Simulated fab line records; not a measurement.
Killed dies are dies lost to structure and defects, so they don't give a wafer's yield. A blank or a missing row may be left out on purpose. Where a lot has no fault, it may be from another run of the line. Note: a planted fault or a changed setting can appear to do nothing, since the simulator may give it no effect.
Matching of chambers | flow nand_harc | NHARC_P_ZERO_WELL_DESCUM_26 on rie_diel-02 has 3 sister chambers
The step chemistry O2, time 3 s. 16 wafers are shown with their chamber, then 6 later ones without.

== WAFERS, EACH WITH ITS CHAMBER ==
wafer  | chamber | showerhead_plenum_p_Torr (Torr) | drypump_motor_current_A (A) | oes_product_au (a.u.)
L075.2 | 1       | 1.80                            | 5.59                        | 1.006
L075.5 | 2       | 2.03                            | 5.87                        | 1.003
L075.6 | 1       | 1.80                            | 5.59                        | 0.994
L080.1 | 1       | 1.80                            | 5.63                        | 1.012
L080.3 | 2       | 2.02                            | 5.85                        | 0.998
L080.5 | 0       | 1.81                            | 5.79                        | 0.995
L083.2 | 2       | 2.02                            | 5.89                        | 0.997
L083.4 | 0       | 1.81                            | 5.80                        | 0.996
L083.5 | 1       | 1.80                            | 5.57                        | 1.016
L085.1 | 0       | 1.81                            | 5.80                        | 1.002
L085.2 | 2       | 2.02                            | 5.89                        | 1.004
L085.4 | 1       | 1.80                            | 5.57                        | 1.014
L086.1 | 2       | 2.01                            | 5.85                        | 1.005
L086.3 | 1       | 1.79                            | 5.58                        | 0.998
L086.4 | 0       | 1.81                            | 5.80                        | 1.000
L089.1 | 2       | 2.01                            | 5.87                        | 1.008

SIGNATURES, as means of the wafers listed above
reading                  | chamber 0 | chamber 1 | chamber 2 | scatter within a chamber
showerhead_plenum_p_Torr | 1.8100    | 1.7983    | 2.0183    | 0.00531
drypump_motor_current_A  | 5.7975    | 5.5883    | 5.8700    | 0.0179
oes_product_au           | 0.99825   | 1.00667   | 1.00250   | 0.00637
Rule: for each reading, subtract the chamber's mean from the wafer's reading, divide by that reading's scatter and square the result; add these up over the readings and take the root, which gives the wafer's distance from the chamber. The wafer belongs to the nearest chamber; if the next one is less than 2 further off, it can't be placed. The scatter: take each reading less its chamber's mean, square it, sum over the shown wafers, divide by the number of wafers less the number of chambers, and take the root.

== WAFERS MISSING THEIR CHAMBER ==
wafer  | showerhead_plenum_p_Torr (Torr) | drypump_motor_current_A (A) | oes_product_au (a.u.)
L090.2 | 1.79                            | 5.61                        | 0.997
L090.3 | 2.01                            | 5.89                        | 0.994
L090.6 | 2.01                            | 5.86                        | 0.992
L095.3 | 2.00                            | 5.87                        | 1.002
L095.5 | 2.00                            | 5.89                        | 1.009
L095.6 | 1.78                            | 5.59                        | 0.984

== CHAMBER TAKEN BY EACH ==
wafer  | from the rows above | in truth
L090.2 | 1                   | 1
L090.3 | 2                   | 2
L090.6 | 2                   | 2
L095.3 | 2                   | 2
L095.5 | 2                   | 2
L095.6 | 1                   | 1
6 of 6 placed correctly. Not placeable from these rows: 0. Wrongly placed: 0.
